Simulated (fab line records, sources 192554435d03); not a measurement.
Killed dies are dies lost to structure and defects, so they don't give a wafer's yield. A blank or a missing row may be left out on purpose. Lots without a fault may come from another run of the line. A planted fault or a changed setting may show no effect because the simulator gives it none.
fab line records | flow n5_finfet | part 2 of 2: steps 21 to 29 of 29
record lots=5 wafers=15 last_day=18
route steps=1938 shown BEOL_M5@1141
lots that met no fault: from a run of the same line without faults
start_h: hours from the record's first day to the start of the lot's first wafer shown | wait_h: hours since the lot's step before | " the same as in the row above | L1.1+2: a row that stands for several wafers | - no value, or no start given | * or withheld: withheld | < > ~ a bound
route shown NAME@n: a module of which the file shows steps, and the number in the route of the first | usual: mean/standard deviation of fault-free wafers | same: alike in all rows | chamber/n: place in a boat | sites: the reading at each site | _std_site: their standard deviation | _edge_site: outer sites' mean less inner sites' | radius_mm: how far each site lies from the wafer's centre | mask NAME#n: copy n | behind: the tool/chamber that last shaped the wafer | hold: why the lot was held/for how many hours/how that ended | device: the transistor (n, p or np) that didn't switch | end of line: the same wafers' tests at the end of the route | a step without rows: its recipe alone | killed: dies lost to structure and defects at the first sort, not the wafer's yield | map: a wafer's dies, x killed, . not, _ none there
set.NAME: the setting as run; set.NAME@STEP: as run at that earlier step | model.NAME: the simulator's own value behind a step, which no gauge read
lots at some steps of the route; a table a step, a row a wafer
services: from which hour (start_h, from the record's first day; less than 0 if before it) a tool's chamber was out of use, for how many hours, and why
## steps
# step N5_BEOL_M5_ETCH_41
# recipe chemistry=CH3F/O2 target=SiCN target_depth_a=315 taper_deg=2 time_s=56.7 ion_energy_ev=120 mask_material=TiN pressure_mtorr=30 source_w=395 bias_w=75 Ar_flow_sccm=150 CH3F_flow_sccm=30 O2_flow_sccm=20
# usual O2_flow_sccm=20.00/0.056 drypump_motor_current_A=5.8/0.45 oes_product_au=0.72/0.07 rf_vpp_V=297.8/1.5 showerhead_plenum_p_Torr=2.03/0.061 throttle_valve_pct=16.41/0.18
# columns lot.wafer tool chamber start_h wait_h O2_flow_sccm drypump_motor_current_A oes_product_au rf_hours_counter_h rf_vpp_V showerhead_plenum_p_Torr throttle_valve_pct
L075.1 rie_diel-05 3 - - 20.06 6.0 0.68 221 298.1 2.00 16.58
L075.2 " 0 " " 20.03 5.3 0.77 154 299.2 2.08 16.12
L075.6 " 3 " " 20.02 6.0 0.68 - 298.3 2.00 16.57
L079.1 rie_diel-06 1 - - 19.94 5.7 0.69 207 298.8 2.09 16.31
L079.5 " 1 " " 20.00 5.7 0.68 - 300.0 2.09 16.30
L079.6 " 0 " " 20.04 5.7 0.70 - 298.9 2.05 16.13
L085.3 rie_diel-06 0 - - 20.04 5.7 0.69 214 297.1 2.04 16.13
L085.4 " 3 " " 19.93 5.2 0.73 221 295.5 1.90 16.47
L085.5 " 0 " " 19.98 5.7 0.69 - 298.0 2.04 16.17
L095.1 rie_diel-05 0 - - 20.00 5.3 0.74 188 298.3 2.07 16.19
L095.2 " 3 " " 19.89 6.1 0.97 2 296.2 1.99 16.14
L095.3 " 2 " " 20.01 6.3 0.71 237 298.7 2.06 16.33
L097.1 rie_diel-03 3 - - 20.00 5.9 0.94 9 298.5 2.06 16.34
L097.3 " 0 " " 20.00 5.9 0.68 233 297.9 2.07 16.49
L097.6 " 0 " " 20.03 5.9 0.68 - 298.2 2.07 16.48
# step N5_BEOL_M5_STRIP_91
# recipe chemistry=N2/H2 time_s=10 power_w=450 temp_c=40 pressure_mtorr=20 rf_frequency_hz=6e+07 bias_power_w=7 n2_flow_sccm=200 h2_flow_sccm=200
# usual drypump_motor_current_A=5.9/0.45 oes_product_au=0.72/0.068 rf_vpp_V=59.2/0.97 showerhead_plenum_p_Torr=2.57/0.085 temp_c=40.00/0.12 throttle_valve_pct=23.8/0.35
# columns lot.wafer tool chamber start_h wait_h drypump_motor_current_A oes_product_au rf_hours_counter_h rf_vpp_V showerhead_plenum_p_Torr temp_c throttle_valve_pct
L075.1 rie_diel-05 3 - - 6.0 0.66 221 58.3 2.51 40.05 24.0
L075.2 " 0 " " 5.3 0.76 154 59.9 2.63 39.84 23.3
L075.6 " 3 " " 6.0 0.66 - 59.7 2.51 40.09 23.9
L079.1 rie_diel-06 1 - - 5.7 0.69 207 58.5 2.61 39.93 23.3
L079.5 " 1 " " 5.7 0.69 - 59.8 2.61 40.02 23.3
L079.6 " 0 " " 5.7 0.70 - 59.8 2.62 39.73 23.6
L085.3 rie_diel-06 0 - - 5.7 0.69 214 58.8 2.62 39.78 23.6
L085.4 " 3 " " 5.2 0.73 221 57.6 2.39 40.13 23.5
L085.5 " 0 " " 5.7 0.69 - 60.4 2.62 39.89 23.6
L095.1 rie_diel-05 0 - - 5.3 0.73 188 60.0 2.62 40.02 23.4
L095.2 " 3 " " 6.1 0.94 2 59.5 2.50 39.90 23.6
L095.3 " 2 " " 6.4 0.71 237 60.3 2.62 40.01 23.9
L097.1 rie_diel-03 3 - - 5.9 0.95 9 59.1 2.62 40.05 24.4
L097.3 " 0 " " 5.9 0.68 233 58.4 2.63 39.92 24.2
L097.6 " 0 " " 5.9 0.69 - 59.8 2.63 40.02 24.2
# step N5_BEOL_M5_OCD_MEAS_38
# usual trench_depth_nm=71.0/1.3
# columns lot.wafer tool chamber start_h wait_h trench_depth_nm
L075.1 ocd-02 - 171.15 - 71.8
L075.2 " - " " 75.1
L075.6 " - " " 71.9
L079.1 ocd-02 - 193.88 - 71.9
L079.5 " - " " 72.1
L079.6 " - " " 71.7
L085.3 ocd-01 - 237.82 - 69.1
L085.4 " - " " 70.3
L085.5 " - " " 69.7
L095.1 ocd-02 - 293.79 - 73.4
L095.2 " - " " 73.0
L095.3 " - " " 70.5
L097.1 ocd-01 - 328.60 - 71.1
L097.3 " - " " 69.5
L097.6 " - " " 69.9
# step N5_BEOL_M5_HM_STRIP_39
# recipe chemistry=peroxide_tin_strip material=TiN target_depth_a=250 temp_c=50 time_s=158
# usual temp_c=50.01/0.11
# columns lot.wafer tool chamber start_h wait_h temp_c
L075.1 wet_bench-05 2 171.18 0.0 49.88
L075.2 " 6 " " 50.05
L075.6 " 0 " " 50.16
L079.1 wet_bench-03 3 193.91 0.0 50.11
L079.5 " 6 " " 49.94
L079.6 " 2 " " 50.10
L085.3 wet_bench-05 0 237.85 0.0 49.95
L085.4 " 1 " " 50.11
L085.5 " 6 " " 49.99
L095.1 wet_bench-03 3 293.83 0.0 50.07
L095.2 " 2 " " 50.02
L095.3 " 5 " " 50.19
L097.1 wet_bench-03 1 328.63 0.0 50.10
L097.3 " 6 " " 49.87
L097.6 " 5 " " 49.92
# step N5_BEOL_M5_SRD_40
# recipe time_s=30 temp_c=23 rinse_liquid=diw dry=ipa_marangoni
# usual temp_c=23.01/0.1
# columns lot.wafer tool chamber start_h wait_h temp_c
L075.1 wet_bench-05 2 171.23 0.0 22.97
L075.2 " 6 " " 22.90
L075.6 " 0 " " 23.03
L079.1 wet_bench-03 3 193.95 0.0 23.06
L079.5 " 6 " " 22.95
L079.6 " 2 " " 22.91
L085.3 wet_bench-05 0 237.90 0.0 22.99
L085.4 " 1 " " 22.96
L085.5 " 6 " " 23.08
L095.1 wet_bench-03 3 293.87 0.0 22.92
L095.2 " 2 " " 23.02
L095.3 " 5 " " 23.05
L097.1 wet_bench-03 1 328.68 0.0 22.93
L097.3 " 6 " " 22.84
L097.6 " 5 " " 23.04
# step N5_BEOL_M5_PRECLEAN_42
# recipe chemistry=residue_remover time_s=60 temp_c=40
# usual temp_c=40.00/0.11
# columns lot.wafer tool chamber start_h wait_h temp_c
L075.1 wet_bench-05 2 171.25 0.0 40.22
L075.2 " 6 " " 40.01
L075.6 " 0 " " 40.01
L079.1 wet_bench-03 3 193.97 0.0 40.05
L079.5 " 6 " " 40.08
L079.6 " 2 " " 39.78
L085.3 wet_bench-05 0 237.92 0.0 40.05
L085.4 " 1 " " 39.97
L085.5 " 6 " " 40.01
L095.1 wet_bench-03 3 293.89 0.0 39.89
L095.2 " 2 " " 39.85
L095.3 " 5 " " 39.88
L097.1 wet_bench-03 1 328.69 0.0 40.00
L097.3 " 6 " " 40.11
L097.6 " 5 " " 40.08
# step N5_BEOL_M5_SRD_43
# recipe time_s=30 temp_c=23 rinse_liquid=diw dry=ipa_marangoni
# usual temp_c=22.99/0.12
# columns lot.wafer tool chamber start_h wait_h temp_c
L075.1 wet_bench-05 2 171.26 0.0 23.06
L075.2 " 6 " " 23.11
L075.6 " 0 " " 22.94
L079.1 wet_bench-03 3 193.99 0.0 22.97
L079.5 " 6 " " 22.94
L079.6 " 2 " " 22.86
L085.3 wet_bench-05 0 237.93 0.0 22.95
L085.4 " 1 " " 23.13
L085.5 " 6 " " 23.13
L095.1 wet_bench-03 3 293.91 0.0 23.04
L095.2 " 2 " " 23.05
L095.3 " 5 " " 22.99
L097.1 wet_bench-03 1 328.71 0.0 23.09
L097.3 " 6 " " 23.04
L097.6 " 5 " " 23.09
# step N5_BEOL_M5_CD_MEAS_35
# recipe target_cd_nm=28 target_cd_y_nm=24 polarity=opening
# usual cd_nm=28.1/0.53
# columns lot.wafer tool chamber start_h wait_h cd_nm
L075.1 cd_sem-01 - 171.30 0.0 27.5
L075.2 " - " " 28.0
L075.6 " - " " 28.2
L079.1 cd_sem-02 - 194.03 0.0 28.0
L079.5 " - " " 27.7
L079.6 " - " " 28.3
L085.3 cd_sem-01 - 237.98 0.0 27.4
L085.4 " - " " 28.5
L085.5 " - " " 28.0
L095.1 cd_sem-02 - 293.95 0.0 28.0
L095.2 " - " " 28.3
L095.3 " - " " 27.7
L097.1 cd_sem-02 - 328.75 0.0 29.6
L097.3 " - " " 29.0
L097.6 " - " " 28.8
# step N5_BEOL_M5_CURE_80
# recipe temp_c=370 time_s=120 ambient=DMADMS/He material=SiCOH_lowk
# usual lamp_power_pct=52.32/0.051 wafer_temp_C_max=371.5/0.51
# columns lot.wafer tool chamber start_h wait_h lamp_power_pct wafer_temp_C_max
L075.1 uv_cure-03 1 171.78 0.5 52.42 372.0
L075.2 " 1 " " 52.25 372.6
L075.6 " 1 " " 52.33 371.8
L079.1 uv_cure-01 0 194.07 0.0 52.29 371.9
L079.5 " 0 " " 52.33 372.4
L079.6 " 0 " " 52.35 372.1
L085.3 uv_cure-03 0 238.19 0.2 52.23 372.3
L085.4 " 0 " " 52.24 372.1
L085.5 " 0 " " 52.36 372.1
L095.1 uv_cure-02 1 293.99 0.0 52.36 370.8
L095.2 " 1 " " 52.35 370.8
L095.3 " 1 " " 52.23 371.0
L097.1 uv_cure-02 2 328.79 0.0 52.31 370.9
L097.3 " 2 " " 52.34 371.2
L097.6 " 2 " " 52.25 371.2
## services
# columns tool chamber start_h hours kind
euv_scanner-02 - 152.38 0.7 repair
euv_scanner-02 - 155.55 1.0 pm
euv_scanner-01 - 159.26 1.0 pm
euv_scanner-01 - 165.12 4.6 pm
euv_scanner-01 - 180.84 12.0 pm
rie_diel-06 - 182.23 2.8 pm
euv_scanner-02 - 193.38 1.8 repair
euv_scanner-02 - 211.70 1.0 pm
euv_scanner-01 - 215.41 1.0 pm
euv_scanner-01 - 222.86 1.2 repair
uv_cure-02 - 241.48 7.5 pm
rie_diel-03 - 242.73 14.6 pm
uv_cure-02 - 249.03 6.0 pm
euv_scanner-01 - 253.09 5.8 pm
uv_cure-02 - 259.06 7.5 pm
euv_scanner-02 - 267.85 1.0 pm
euv_scanner-01 - 271.56 1.0 pm
euv_scanner-02 - 281.74 4.6 pm
rie_diel-05 1 282.09 17.6 repair
rie_diel-05 2 299.70 4.2 repair
rie_diel-05 - 302.74 1.0 repair
uv_cure-02 - 302.98 2.1 pm
euv_scanner-01 - 303.53 0.3 repair
euv_scanner-02 - 324.00 1.0 pm
